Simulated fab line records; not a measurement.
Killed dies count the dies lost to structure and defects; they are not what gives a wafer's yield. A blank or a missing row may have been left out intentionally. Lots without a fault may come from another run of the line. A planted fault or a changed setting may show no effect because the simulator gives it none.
One fault through the eyes of 3 desks ; flow nand harc ; numbers are kept per desk, each desk with only its own; the story behind them comes last

## THE DEFECT DESK
For each lot, the counts of the inspections along the route, averaged over the sampled wafers that have a number. The brackets show how far a lot's mean lies from the usual mean; more than 4 standard deviations puts the lot out of limits, marked OUT.
Columns: A = raw defect count at NHARC_A_SIN_REMOVE_INSPECT_04, usual 307
lot;first seen here;A
L351;day 14 11:40;263
L354;day 14 20:49;345
L358;day 16 22:50;287
L359;day 17 01:36;293
L361;day 17 10:23;236
L365;day 17 18:47;292
L367;day 18 11:54;301
This desk found nothing out of limits on any of the 7 lots.

## AT THE METROLOGY DESK
What the gauges read, lot by lot, whatever tool the lot ran on: means of the sampled wafers that have a number. The brackets show how far a lot's mean lies from the usual mean; more than 4 standard deviations puts the lot out of limits, marked OUT.
Columns: A = cd nm at NHARC_A_SLIT_CD_MEAS_21, usual 289.4 nm
lot;first seen here;A
L351;day 14 03:53;290.3
L354;day 14 13:17;290.2
L358;day 16 16:49;290.0
L359;day 16 17:56;289.6
L361;day 17 02:43;288.2
L365;day 17 12:38;289.9
L367;day 18 05:55;289.2
This desk found nothing out of limits on any of the 7 lots.

## DESK OF THE TOOL OWNER: ald metal-04
The tool's own readings at NHARC_A_WL_FILL_ALD_02 (deposits TiN, target thk 2 nm, pulse time 3 s, ald cycles 100): means of the sampled wafers that have a number, for each lot that ran on this tool. The brackets show how far a lot's mean lies from the usual mean; more than 4 standard deviations puts the lot out of limits, marked OUT.
Columns: A = heater power w at NHARC_A_WL_FILL_ALD_02, usual 1088 W; B = precursor pulse height rel at NHARC_A_WL_FILL_ALD_02, usual 1.000
lot;first seen here;A;B
L351;day 14 12:25;1071;0.988
L358;day 16 23:34;987;0.998
L359;day 17 02:13;1079;0.989
L361;day 17 10:56;1000;1.010
This desk found nothing out of limits on any of the 4 lots.

## TAKEN TOGETHER
No out-of-limits result turned up at the defect desk.
At the metrology desk, nothing out of limits was observed.
The tool owner's desk saw nothing out of limits.

## WHAT THE SIMULATOR PUT IN
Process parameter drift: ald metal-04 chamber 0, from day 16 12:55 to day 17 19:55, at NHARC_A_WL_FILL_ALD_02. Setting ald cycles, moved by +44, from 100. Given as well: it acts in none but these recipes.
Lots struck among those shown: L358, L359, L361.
